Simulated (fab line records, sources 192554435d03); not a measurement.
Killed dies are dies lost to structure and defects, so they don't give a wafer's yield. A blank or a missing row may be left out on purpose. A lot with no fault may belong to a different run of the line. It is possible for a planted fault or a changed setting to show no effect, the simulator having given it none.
fab line records :: flow n5-finfet :: part 2 of 2: steps 29 to 35 of 35
[record]
  lots = 5
  wafers = 15
  last-day = 18
route steps=1938 shown BEOL_M12@1607
lots untouched by any fault: they come from a run of this same line in which no faults occurred
start-h: the number of hours between the record's first day and the start of the first shown wafer of the lot :: wait-h: hours since the lot's step before :: " unchanged from the row above :: L1.1+2: a single row standing in for several wafers :: - either no value or no given start :: * or withheld: withheld :: < > ~ a bound
route shown NAME@n: names a module that has steps shown in the file, with the first one's number in the route :: usual: mean and standard deviation over wafers with no fault :: same: alike in all rows :: chamber/n: place in a boat :: sites: each site's reading :: _std_site: how widely they spread, as a standard deviation :: _edge_site: inner sites' mean taken away from outer sites' mean :: radius-mm: for every site, how far away it sits from the centre of the wafer :: mask NAME#n: copy n :: behind: the tool/chamber that last shaped the wafer :: hold: why the lot went on hold/how many hours it stayed there/how the hold came to an end :: device: which transistor (n, p or np) failed to switch :: end of line: the tests these same wafers got at the end of their route :: a step given without rows: its recipe and nothing more :: killed: not the wafer's yield, but the dies lost to structure and defects at the first sort :: map: per-die view of a wafer (x killed, . not killed, _ where there is no die)
set.NAME: setting as actually run; set.NAME@STEP: the setting as run at that earlier step :: model.NAME: the simulator's own value behind a step, which no gauge read
lots at selected steps of the route; one table per step, one row per wafer
services: when a tool's chamber went out of use (start-h, in hours from the record's first day, below 0 if earlier), for how many hours, and the reason
[[steps]]
[step N5_BEOL_M12_DESCUM_33]
[recipe]
  chemistry = O2
  time-s = 7.9
  source-power-w = 50
  bias-power-w = 20
  pressure-mtorr = 20
  rf-frequency-hz = 2.712e+07
  temp-c = 40
  o2-flow-sccm = 225
[usual]
  drypump-motor-current-A = 5.8/0.36
  oes-product-au = 0.84/0.083
  rf-vpp-V = 243.4/1.9
  showerhead-plenum-p-Torr = 2.12/0.1
  throttle-valve-pct = 20.40/0.26
lot.wafer: L075.3
tool: rie-diel-03
chamber: 2
start-h: 255.78
wait-h: 0.0
drypump-motor-current-A: 6.1
oes-product-au: 0.72
rf-hours-counter-h: 200
rf-vpp-V: 239.3
showerhead-plenum-p-Torr: 1.91
throttle-valve-pct: 20.72

lot.wafer: L075.4
tool: rie-diel-03
chamber: 0
start-h: 255.78
wait-h: 0.0
drypump-motor-current-A: 5.6
oes-product-au: 0.67
rf-hours-counter-h: 256
rf-vpp-V: 243.5
showerhead-plenum-p-Torr: 2.06
throttle-valve-pct: 20.44

lot.wafer: L075.6
tool: rie-diel-03
chamber: 2
start-h: 255.78
wait-h: 0.0
drypump-motor-current-A: 6.1
oes-product-au: 0.73
rf-hours-counter-h: -
rf-vpp-V: 240.3
showerhead-plenum-p-Torr: 1.91
throttle-valve-pct: 20.73

lot.wafer: L091.1
tool: rie-diel-06
chamber: 1
start-h: 352.92
wait-h: 0.0
drypump-motor-current-A: 5.4
oes-product-au: 0.81
rf-hours-counter-h: 100
rf-vpp-V: 244.7
showerhead-plenum-p-Torr: 2.20
throttle-valve-pct: 20.31

lot.wafer: L091.4
tool: rie-diel-06
chamber: 2
start-h: 352.92
wait-h: 0.0
drypump-motor-current-A: 6.3
oes-product-au: 0.88
rf-hours-counter-h: -
rf-vpp-V: 240.7
showerhead-plenum-p-Torr: 2.04
throttle-valve-pct: 20.34

lot.wafer: L091.5
tool: rie-diel-06
chamber: 3
start-h: 352.92
wait-h: 0.0
drypump-motor-current-A: 6.4
oes-product-au: 0.82
rf-hours-counter-h: -
rf-vpp-V: 241.5
showerhead-plenum-p-Torr: 2.04
throttle-valve-pct: 20.33

lot.wafer: L092.2
tool: rie-diel-05
chamber: 2
start-h: 372.25
wait-h: 0.0
drypump-motor-current-A: 5.4
oes-product-au: 0.84
rf-hours-counter-h: 74
rf-vpp-V: 246.1
showerhead-plenum-p-Torr: 2.21
throttle-valve-pct: 20.35

lot.wafer: L092.5
tool: rie-diel-05
chamber: 0
start-h: 372.25
wait-h: 0.0
drypump-motor-current-A: 5.3
oes-product-au: 0.91
rf-hours-counter-h: -
rf-vpp-V: 244.0
showerhead-plenum-p-Torr: 2.23
throttle-valve-pct: 20.66

lot.wafer: L092.6
tool: rie-diel-05
chamber: 3
start-h: 372.25
wait-h: 0.0
drypump-motor-current-A: 5.8
oes-product-au: 0.85
rf-hours-counter-h: -
rf-vpp-V: 244.3
showerhead-plenum-p-Torr: 2.21
throttle-valve-pct: 20.14

lot.wafer: L096.3
tool: rie-diel-03
chamber: 3
start-h: 382.65
wait-h: 0.5
drypump-motor-current-A: 6.1
oes-product-au: 0.73
rf-hours-counter-h: 178
rf-vpp-V: 245.7
showerhead-plenum-p-Torr: 2.17
throttle-valve-pct: 20.73

lot.wafer: L096.5
tool: rie-diel-03
chamber: 2
start-h: 382.65
wait-h: 0.5
drypump-motor-current-A: 6.1
oes-product-au: 0.70
rf-hours-counter-h: -
rf-vpp-V: 239.9
showerhead-plenum-p-Torr: 1.90
throttle-valve-pct: 20.78

lot.wafer: L096.6
tool: rie-diel-03
chamber: 3
start-h: 382.65
wait-h: 0.5
drypump-motor-current-A: 6.1
oes-product-au: 0.72
rf-hours-counter-h: -
rf-vpp-V: 245.2
showerhead-plenum-p-Torr: 2.16
throttle-valve-pct: 20.73

lot.wafer: L094.3
tool: rie-diel-06
chamber: 2
start-h: 383.06
wait-h: 0.3
drypump-motor-current-A: 6.3
oes-product-au: 0.86
rf-hours-counter-h: 74
rf-vpp-V: 243.1
showerhead-plenum-p-Torr: 2.04
throttle-valve-pct: 20.35

lot.wafer: L094.4
tool: rie-diel-06
chamber: 3
start-h: 383.06
wait-h: 0.3
drypump-motor-current-A: 6.5
oes-product-au: 0.81
rf-hours-counter-h: 86
rf-vpp-V: 241.1
showerhead-plenum-p-Torr: 2.03
throttle-valve-pct: 20.35

lot.wafer: L094.5
tool: rie-diel-06
chamber: 3
start-h: 383.06
wait-h: 0.3
drypump-motor-current-A: 6.4
oes-product-au: 0.80
rf-hours-counter-h: -
rf-vpp-V: 241.3
showerhead-plenum-p-Torr: 2.03
throttle-valve-pct: 20.34
[step N5_BEOL_M12_ETCH_67]
[recipe]
  chemistry = CF4
  target = SiARC
  target-depth-a = 1430
  time-s = 238.3
  ion-energy-ev = 80
  pressure-mtorr = 40
  source-w = 545
  bias-w = 36
  Ar_flow_sccm = 100
  cf4-flow-sccm = 100
  ends = cleared
[usual]
  drypump-motor-current-A = 5.8/0.37
  etch-rf-on-time-s = 235/3.7
  oes-product-au = 0.71/0.072
  rf-vpp-V = 184.4/1.5
  showerhead-plenum-p-Torr = 2.17/0.1
  throttle-valve-pct = 15.56/0.26
lot.wafer: L075.3
tool: rie-diel-03
chamber: 3
start-h: 255.81
wait-h: 0.0
drypump-motor-current-A: 6.1
etch-rf-on-time-s: 237
oes-product-au: 0.65
rf-hours-counter-h: 137
rf-vpp-V: 185.4
showerhead-plenum-p-Torr: 2.24
throttle-valve-pct: 15.91

lot.wafer: L075.4
tool: rie-diel-03
chamber: 0
start-h: 255.81
wait-h: 0.0
drypump-motor-current-A: 5.5
etch-rf-on-time-s: 243
oes-product-au: 0.58
rf-hours-counter-h: 256
rf-vpp-V: 184.1
showerhead-plenum-p-Torr: 2.11
throttle-valve-pct: 15.66

lot.wafer: L075.6
tool: rie-diel-03
chamber: 2
start-h: 255.81
wait-h: 0.0
drypump-motor-current-A: 6.2
etch-rf-on-time-s: 244
oes-product-au: 0.61
rf-hours-counter-h: -
rf-vpp-V: 180.7
showerhead-plenum-p-Torr: 1.97
throttle-valve-pct: 15.92

lot.wafer: L091.1
tool: rie-diel-06
chamber: 1
start-h: 352.95
wait-h: 0.0
drypump-motor-current-A: 5.4
etch-rf-on-time-s: 233
oes-product-au: 0.69
rf-hours-counter-h: 100
rf-vpp-V: 185.2
showerhead-plenum-p-Torr: 2.24
throttle-valve-pct: 15.51

lot.wafer: L091.4
tool: rie-diel-06
chamber: 2
start-h: 352.95
wait-h: 0.0
drypump-motor-current-A: 6.3
etch-rf-on-time-s: 233
oes-product-au: 0.75
rf-hours-counter-h: -
rf-vpp-V: 183.6
showerhead-plenum-p-Torr: 2.09
throttle-valve-pct: 15.44

lot.wafer: L091.5
tool: rie-diel-06
chamber: 3
start-h: 352.95
wait-h: 0.0
drypump-motor-current-A: 6.4
etch-rf-on-time-s: 239
oes-product-au: 0.70
rf-hours-counter-h: -
rf-vpp-V: 184.7
showerhead-plenum-p-Torr: 2.08
throttle-valve-pct: 15.47

lot.wafer: L092.2
tool: rie-diel-05
chamber: 2
start-h: 372.28
wait-h: 0.0
drypump-motor-current-A: 5.4
etch-rf-on-time-s: 237
oes-product-au: 0.72
rf-hours-counter-h: 75
rf-vpp-V: 184.5
showerhead-plenum-p-Torr: 2.25
throttle-valve-pct: 15.48

lot.wafer: L092.5
tool: rie-diel-05
chamber: 0
start-h: 372.28
wait-h: 0.0
drypump-motor-current-A: 5.3
etch-rf-on-time-s: 235
oes-product-au: 0.77
rf-hours-counter-h: -
rf-vpp-V: 185.0
showerhead-plenum-p-Torr: 2.27
throttle-valve-pct: 15.75

lot.wafer: L092.6
tool: rie-diel-05
chamber: 3
start-h: 372.28
wait-h: 0.0
drypump-motor-current-A: 5.8
etch-rf-on-time-s: 237
oes-product-au: 0.72
rf-hours-counter-h: -
rf-vpp-V: 185.3
showerhead-plenum-p-Torr: 2.26
throttle-valve-pct: 15.33

lot.wafer: L096.3
tool: rie-diel-03
chamber: 3
start-h: 382.68
wait-h: 0.0
drypump-motor-current-A: 6.1
etch-rf-on-time-s: 235
oes-product-au: 0.62
rf-hours-counter-h: 178
rf-vpp-V: 184.6
showerhead-plenum-p-Torr: 2.22
throttle-valve-pct: 15.99

lot.wafer: L096.5
tool: rie-diel-03
chamber: 2
start-h: 382.68
wait-h: 0.0
drypump-motor-current-A: 6.1
etch-rf-on-time-s: 240
oes-product-au: 0.59
rf-hours-counter-h: -
rf-vpp-V: 180.6
showerhead-plenum-p-Torr: 1.95
throttle-valve-pct: 16.00

lot.wafer: L096.6
tool: rie-diel-03
chamber: 3
start-h: 382.68
wait-h: 0.0
drypump-motor-current-A: 6.1
etch-rf-on-time-s: 237
oes-product-au: 0.62
rf-hours-counter-h: -
rf-vpp-V: 185.0
showerhead-plenum-p-Torr: 2.22
throttle-valve-pct: 15.98

lot.wafer: L094.3
tool: rie-diel-06
chamber: 2
start-h: 383.09
wait-h: 0.0
drypump-motor-current-A: 6.3
etch-rf-on-time-s: 232
oes-product-au: 0.74
rf-hours-counter-h: 74
rf-vpp-V: 182.4
showerhead-plenum-p-Torr: 2.08
throttle-valve-pct: 15.45

lot.wafer: L094.4
tool: rie-diel-06
chamber: 3
start-h: 383.09
wait-h: 0.0
drypump-motor-current-A: 6.4
etch-rf-on-time-s: 237
oes-product-au: 0.70
rf-hours-counter-h: 86
rf-vpp-V: 182.2
showerhead-plenum-p-Torr: 2.08
throttle-valve-pct: 15.47

lot.wafer: L094.5
tool: rie-diel-06
chamber: 3
start-h: 383.09
wait-h: 0.0
drypump-motor-current-A: 6.4
etch-rf-on-time-s: 238
oes-product-au: 0.69
rf-hours-counter-h: -
rf-vpp-V: 183.4
showerhead-plenum-p-Torr: 2.08
throttle-valve-pct: 15.49
[step N5_BEOL_M12_ETCH_68]
[recipe]
  chemistry = N2/H2
  target = SOC
  mask-material = SiARC
  source-w = 3000
  bias-w = 350
  temp-c = 40
  time-s = 285
  ion-energy-ev = 200
  pressure-mtorr = 30
  n2-flow-sccm = 200
  h2-flow-sccm = 200
[usual]
  drypump-motor-current-A = 5.8/0.37
  oes-product-au = 0.83/0.082
  rf-vpp-V = 525/3.6
  showerhead-plenum-p-Torr = 2.58/0.13
  throttle-valve-pct = 17.74/0.28
lot.wafer: L075.3
tool: rie-diel-03
chamber: 2
start-h: 255.96
wait-h: 0.1
drypump-motor-current-A: 6.2
oes-product-au: 0.72
rf-hours-counter-h: 200
rf-vpp-V: 517
showerhead-plenum-p-Torr: 2.33
throttle-valve-pct: 18.04

lot.wafer: L075.4
tool: rie-diel-03
chamber: 3
start-h: 255.96
wait-h: 0.1
drypump-motor-current-A: 6.1
oes-product-au: 0.75
rf-hours-counter-h: -
rf-vpp-V: 526
showerhead-plenum-p-Torr: 2.66
throttle-valve-pct: 17.97

lot.wafer: L075.6
tool: rie-diel-03
chamber: 2
start-h: 255.96
wait-h: 0.1
drypump-motor-current-A: 6.2
oes-product-au: 0.72
rf-hours-counter-h: -
rf-vpp-V: 517
showerhead-plenum-p-Torr: 2.33
throttle-valve-pct: 18.08

lot.wafer: L091.1
tool: rie-diel-06
chamber: 1
start-h: 353.10
wait-h: 0.1
drypump-motor-current-A: 5.3
oes-product-au: 0.81
rf-hours-counter-h: 100
rf-vpp-V: 528
showerhead-plenum-p-Torr: 2.67
throttle-valve-pct: 17.82

lot.wafer: L091.4
tool: rie-diel-06
chamber: 2
start-h: 353.10
wait-h: 0.1
drypump-motor-current-A: 6.3
oes-product-au: 0.87
rf-hours-counter-h: -
rf-vpp-V: 521
showerhead-plenum-p-Torr: 2.48
throttle-valve-pct: 17.67

lot.wafer: L091.5
tool: rie-diel-06
chamber: 3
start-h: 353.10
wait-h: 0.1
drypump-motor-current-A: 6.5
oes-product-au: 0.82
rf-hours-counter-h: -
rf-vpp-V: 521
showerhead-plenum-p-Torr: 2.48
throttle-valve-pct: 17.70

lot.wafer: L092.2
tool: rie-diel-05
chamber: 2
start-h: 372.43
wait-h: 0.1
drypump-motor-current-A: 5.4
oes-product-au: 0.84
rf-hours-counter-h: 75
rf-vpp-V: 527
showerhead-plenum-p-Torr: 2.68
throttle-valve-pct: 17.60

lot.wafer: L092.5
tool: rie-diel-05
chamber: 0
start-h: 372.43
wait-h: 0.1
drypump-motor-current-A: 5.3
oes-product-au: 0.91
rf-hours-counter-h: -
rf-vpp-V: 528
showerhead-plenum-p-Torr: 2.70
throttle-valve-pct: 17.95

lot.wafer: L092.6
tool: rie-diel-05
chamber: 3
start-h: 372.43
wait-h: 0.1
drypump-motor-current-A: 5.8
oes-product-au: 0.85
rf-hours-counter-h: -
rf-vpp-V: 527
showerhead-plenum-p-Torr: 2.69
throttle-valve-pct: 17.43

lot.wafer: L096.3
tool: rie-diel-03
chamber: 3
start-h: 382.83
wait-h: 0.1
drypump-motor-current-A: 6.1
oes-product-au: 0.73
rf-hours-counter-h: 179
rf-vpp-V: 526
showerhead-plenum-p-Torr: 2.64
throttle-valve-pct: 18.06

lot.wafer: L096.5
tool: rie-diel-03
chamber: 2
start-h: 382.83
wait-h: 0.1
drypump-motor-current-A: 6.2
oes-product-au: 0.70
rf-hours-counter-h: -
rf-vpp-V: 516
showerhead-plenum-p-Torr: 2.31
throttle-valve-pct: 18.14

lot.wafer: L096.6
tool: rie-diel-03
chamber: 3
start-h: 382.83
wait-h: 0.1
drypump-motor-current-A: 6.2
oes-product-au: 0.73
rf-hours-counter-h: -
rf-vpp-V: 527
showerhead-plenum-p-Torr: 2.64
throttle-valve-pct: 18.07

lot.wafer: L094.3
tool: rie-diel-06
chamber: 2
start-h: 383.24
wait-h: 0.1
drypump-motor-current-A: 6.3
oes-product-au: 0.85
rf-hours-counter-h: 74
rf-vpp-V: 521
showerhead-plenum-p-Torr: 2.47
throttle-valve-pct: 17.70

lot.wafer: L094.4
tool: rie-diel-06
chamber: 3
start-h: 383.24
wait-h: 0.1
drypump-motor-current-A: 6.4
oes-product-au: 0.81
rf-hours-counter-h: 86
rf-vpp-V: 523
showerhead-plenum-p-Torr: 2.47
throttle-valve-pct: 17.73

lot.wafer: L094.5
tool: rie-diel-06
chamber: 3
start-h: 383.24
wait-h: 0.1
drypump-motor-current-A: 6.4
oes-product-au: 0.81
rf-hours-counter-h: -
rf-vpp-V: 521
showerhead-plenum-p-Torr: 2.47
throttle-valve-pct: 17.72
[step N5_BEOL_M12_STRIP_69]
[recipe]
  chemistry = N2/H2
  temp-c = 40
  n2-flow-sccm = 200
  h2-flow-sccm = 200
  rf-frequency-hz = 6e+07
lot.wafer: L075.3+4+6
tool: rie-diel-03
chamber: 2,3,2
start-h: 256.13
wait-h: 0.1

lot.wafer: L091.1+4+5
tool: rie-diel-06
chamber: 1,2,3
start-h: 353.27
wait-h: 0.1

lot.wafer: L092.2+5+6
tool: rie-diel-05
chamber: 2,0,3
start-h: 372.60
wait-h: 0.1

lot.wafer: L096.3+5+6
tool: rie-diel-03
chamber: 3,2,3
start-h: 383.00
wait-h: 0.1

lot.wafer: L094.3+4+5
tool: rie-diel-06
chamber: 2,3,3
start-h: 383.41
wait-h: 0.1
[step N5_BEOL_M12_TRENCH_ETCH_34]
[recipe]
  chemistry = C4F8/O2/Ar
  target = SiOC
  target-depth-a = 3189.5
  mask-material = SOC
  pressure-mtorr = 30
  source-w = 3000
  bias-w = 700
  Ar_flow_sccm = 400
  C4F8_flow_sccm = 15
  O2_flow_sccm = 8
  he-inner-torr = 15
  he-outer-torr = 30
  time-s = 125.5
  ion-energy-ev = 250
[usual]
  drypump-motor-current-A = 5.8/0.37
  oes-product-au = 0.83/0.082
  rf-vpp-V = 666/4.6
  showerhead-plenum-p-Torr = 3.46/0.16
  throttle-valve-pct = 24.18/0.29
lot.wafer: L075.3
tool: rie-diel-03
chamber: 2
start-h: 256.14
wait-h: 0.0
drypump-motor-current-A: 6.1
oes-product-au: 0.72
rf-hours-counter-h: 200
rf-vpp-V: 657
showerhead-plenum-p-Torr: 3.14
throttle-valve-pct: 24.49

lot.wafer: L075.4
tool: rie-diel-03
chamber: 3
start-h: 256.14
wait-h: 0.0
drypump-motor-current-A: 6.2
oes-product-au: 0.75
rf-hours-counter-h: -
rf-vpp-V: 669
showerhead-plenum-p-Torr: 3.57
throttle-valve-pct: 24.57

lot.wafer: L075.6
tool: rie-diel-03
chamber: 2
start-h: 256.14
wait-h: 0.0
drypump-motor-current-A: 6.2
oes-product-au: 0.72
rf-hours-counter-h: -
rf-vpp-V: 658
showerhead-plenum-p-Torr: 3.14
throttle-valve-pct: 24.49

lot.wafer: L091.1
tool: rie-diel-06
chamber: 1
start-h: 353.28
wait-h: 0.0
drypump-motor-current-A: 5.4
oes-product-au: 0.80
rf-hours-counter-h: 100
rf-vpp-V: 670
showerhead-plenum-p-Torr: 3.56
throttle-valve-pct: 24.07

lot.wafer: L091.4
tool: rie-diel-06
chamber: 2
start-h: 353.28
wait-h: 0.0
drypump-motor-current-A: 6.3
oes-product-au: 0.87
rf-hours-counter-h: -
rf-vpp-V: 662
showerhead-plenum-p-Torr: 3.33
throttle-valve-pct: 24.06

lot.wafer: L091.5
tool: rie-diel-06
chamber: 3
start-h: 353.28
wait-h: 0.0
drypump-motor-current-A: 6.5
oes-product-au: 0.82
rf-hours-counter-h: -
rf-vpp-V: 661
showerhead-plenum-p-Torr: 3.33
throttle-valve-pct: 24.07

lot.wafer: L092.2
tool: rie-diel-05
chamber: 2
start-h: 372.61
wait-h: 0.0
drypump-motor-current-A: 5.4
oes-product-au: 0.83
rf-hours-counter-h: 75
rf-vpp-V: 669
showerhead-plenum-p-Torr: 3.58
throttle-valve-pct: 24.04

lot.wafer: L092.5
tool: rie-diel-05
chamber: 0
start-h: 372.61
wait-h: 0.0
drypump-motor-current-A: 5.3
oes-product-au: 0.90
rf-hours-counter-h: -
rf-vpp-V: 671
showerhead-plenum-p-Torr: 3.62
throttle-valve-pct: 24.44

lot.wafer: L092.6
tool: rie-diel-05
chamber: 3
start-h: 372.61
wait-h: 0.0
drypump-motor-current-A: 5.8
oes-product-au: 0.85
rf-hours-counter-h: -
rf-vpp-V: 671
showerhead-plenum-p-Torr: 3.61
throttle-valve-pct: 23.97

lot.wafer: L096.3
tool: rie-diel-03
chamber: 3
start-h: 383.01
wait-h: 0.0
drypump-motor-current-A: 6.1
oes-product-au: 0.72
rf-hours-counter-h: 179
rf-vpp-V: 668
showerhead-plenum-p-Torr: 3.55
throttle-valve-pct: 24.61

lot.wafer: L096.5
tool: rie-diel-03
chamber: 2
start-h: 383.01
wait-h: 0.0
drypump-motor-current-A: 6.2
oes-product-au: 0.69
rf-hours-counter-h: -
rf-vpp-V: 658
showerhead-plenum-p-Torr: 3.12
throttle-valve-pct: 24.56

lot.wafer: L096.6
tool: rie-diel-03
chamber: 3
start-h: 383.01
wait-h: 0.0
drypump-motor-current-A: 6.1
oes-product-au: 0.72
rf-hours-counter-h: -
rf-vpp-V: 670
showerhead-plenum-p-Torr: 3.55
throttle-valve-pct: 24.61

lot.wafer: L094.3
tool: rie-diel-06
chamber: 2
start-h: 383.42
wait-h: 0.0
drypump-motor-current-A: 6.3
oes-product-au: 0.86
rf-hours-counter-h: 75
rf-vpp-V: 663
showerhead-plenum-p-Torr: 3.32
throttle-valve-pct: 24.08

lot.wafer: L094.4
tool: rie-diel-06
chamber: 3
start-h: 383.42
wait-h: 0.0
drypump-motor-current-A: 6.4
oes-product-au: 0.80
rf-hours-counter-h: 86
rf-vpp-V: 662
showerhead-plenum-p-Torr: 3.32
throttle-valve-pct: 24.07

lot.wafer: L094.5
tool: rie-diel-06
chamber: 3
start-h: 383.42
wait-h: 0.0
drypump-motor-current-A: 6.5
oes-product-au: 0.81
rf-hours-counter-h: -
rf-vpp-V: 662
showerhead-plenum-p-Torr: 3.32
throttle-valve-pct: 24.08
[step N5_BEOL_M12_STRIP_70]
[recipe]
  chemistry = C4F8/O2/Ar
  resist = SiARC
  rf-frequency-hz = 6e+07
lot.wafer: L075.3+4+6
tool: rie-diel-03
chamber: 2,3,2
start-h: 256.25
wait-h: 0.1

lot.wafer: L091.1+4+5
tool: rie-diel-06
chamber: 1,2,3
start-h: 353.40
wait-h: 0.1

lot.wafer: L092.2+5+6
tool: rie-diel-05
chamber: 2,0,3
start-h: 372.72
wait-h: 0.1

lot.wafer: L096.3+5+6
tool: rie-diel-03
chamber: 3,2,3
start-h: 383.12
wait-h: 0.1

lot.wafer: L094.3+4+5
tool: rie-diel-06
chamber: 2,3,3
start-h: 383.54
wait-h: 0.1
[step N5_BEOL_M12_OCD_MEAS_35]
[usual]
  trench-depth-nm = 321/3.8
lot.wafer: L075.3
tool: ocd-01
chamber: -
start-h: 256.30
wait-h: 0.0
trench-depth-nm: 317

lot.wafer: L075.4
tool: ocd-01
chamber: -
start-h: 256.30
wait-h: 0.0
trench-depth-nm: 318

lot.wafer: L075.6
tool: ocd-01
chamber: -
start-h: 256.30
wait-h: 0.0
trench-depth-nm: 316

lot.wafer: L091.1
tool: ocd-02
chamber: -
start-h: 353.44
wait-h: 0.0
trench-depth-nm: 321

lot.wafer: L091.4
tool: ocd-02
chamber: -
start-h: 353.44
wait-h: 0.0
trench-depth-nm: 321

lot.wafer: L091.5
tool: ocd-02
chamber: -
start-h: 353.44
wait-h: 0.0
trench-depth-nm: 317

lot.wafer: L092.2
tool: ocd-01
chamber: -
start-h: 372.76
wait-h: 0.0
trench-depth-nm: 319

lot.wafer: L092.5
tool: ocd-01
chamber: -
start-h: 372.76
wait-h: 0.0
trench-depth-nm: 326

lot.wafer: L092.6
tool: ocd-01
chamber: -
start-h: 372.76
wait-h: 0.0
trench-depth-nm: 321

lot.wafer: L096.3
tool: ocd-02
chamber: -
start-h: 383.17
wait-h: 0.0
trench-depth-nm: 322

lot.wafer: L096.5
tool: ocd-02
chamber: -
start-h: 383.17
wait-h: 0.0
trench-depth-nm: 318

lot.wafer: L096.6
tool: ocd-02
chamber: -
start-h: 383.17
wait-h: 0.0
trench-depth-nm: 319

lot.wafer: L094.3
tool: ocd-01
chamber: -
start-h: 383.58
wait-h: 0.0
trench-depth-nm: 322

lot.wafer: L094.4
tool: ocd-01
chamber: -
start-h: 383.58
wait-h: 0.0
trench-depth-nm: 318

lot.wafer: L094.5
tool: ocd-01
chamber: -
start-h: 383.58
wait-h: 0.0
trench-depth-nm: 319
[[services]]
tool: rie-diel-06
chamber: 3
start-h: 240.11
hours: 5.5
kind: repair

tool: krf-scanner-01
chamber: -
start-h: 245.58
hours: 1.3
kind: pm

tool: krf-scanner-01
chamber: -
start-h: 249.15
hours: 7.2
kind: pm

tool: rie-diel-03
chamber: 0
start-h: 255.88
hours: 1.4
kind: repair

tool: rie-diel-03
chamber: 0
start-h: 257.35
hours: -
kind: clean

tool: rie-diel-03
chamber: 0
start-h: 257.35
hours: -
kind: consumable-replace:focus-ring

tool: rie-diel-03
chamber: 0
start-h: 257.35
hours: 21.2
kind: scheduled-down

tool: rie-diel-03
chamber: 0
start-h: 257.35
hours: 21.2
kind: vent-cycle

tool: rie-diel-05
chamber: -
start-h: 259.04
hours: 0.4
kind: repair

tool: litho-track-05
chamber: -
start-h: 259.56
hours: -
kind: consumable-replace:filter

tool: rie-diel-03
chamber: 2
start-h: 267.03
hours: 4.8
kind: repair

tool: rie-diel-05
chamber: 0
start-h: 268.46
hours: -
kind: clean

tool: rie-diel-05
chamber: 0
start-h: 268.46
hours: -
kind: consumable-replace:focus-ring

tool: rie-diel-05
chamber: 0
start-h: 268.46
hours: -
kind: consumable-replace:showerhead

tool: rie-diel-05
chamber: 0
start-h: 268.46
hours: 14.5
kind: scheduled-down

tool: rie-diel-03
chamber: 3
start-h: 284.01
hours: 8.3
kind: repair

tool: krf-scanner-02
chamber: -
start-h: 294.94
hours: 2.7
kind: repair

tool: krf-scanner-02
chamber: -
start-h: 329.68
hours: 0.8
kind: pm

tool: plasma-asher-01
chamber: -
start-h: 333.34
hours: 9.5
kind: repair

tool: krf-scanner-02
chamber: -
start-h: 340.55
hours: 4.6
kind: repair

tool: rie-diel-06
chamber: 0
start-h: 342.72
hours: 16.7
kind: repair

tool: krf-scanner-02
chamber: -
start-h: 350.95
hours: 1.3
kind: pm

tool: krf-scanner-01
chamber: -
start-h: 377.74
hours: 1.0
kind: pm

tool: krf-scanner-01
chamber: -
start-h: 378.74
hours: 0.8
kind: pm
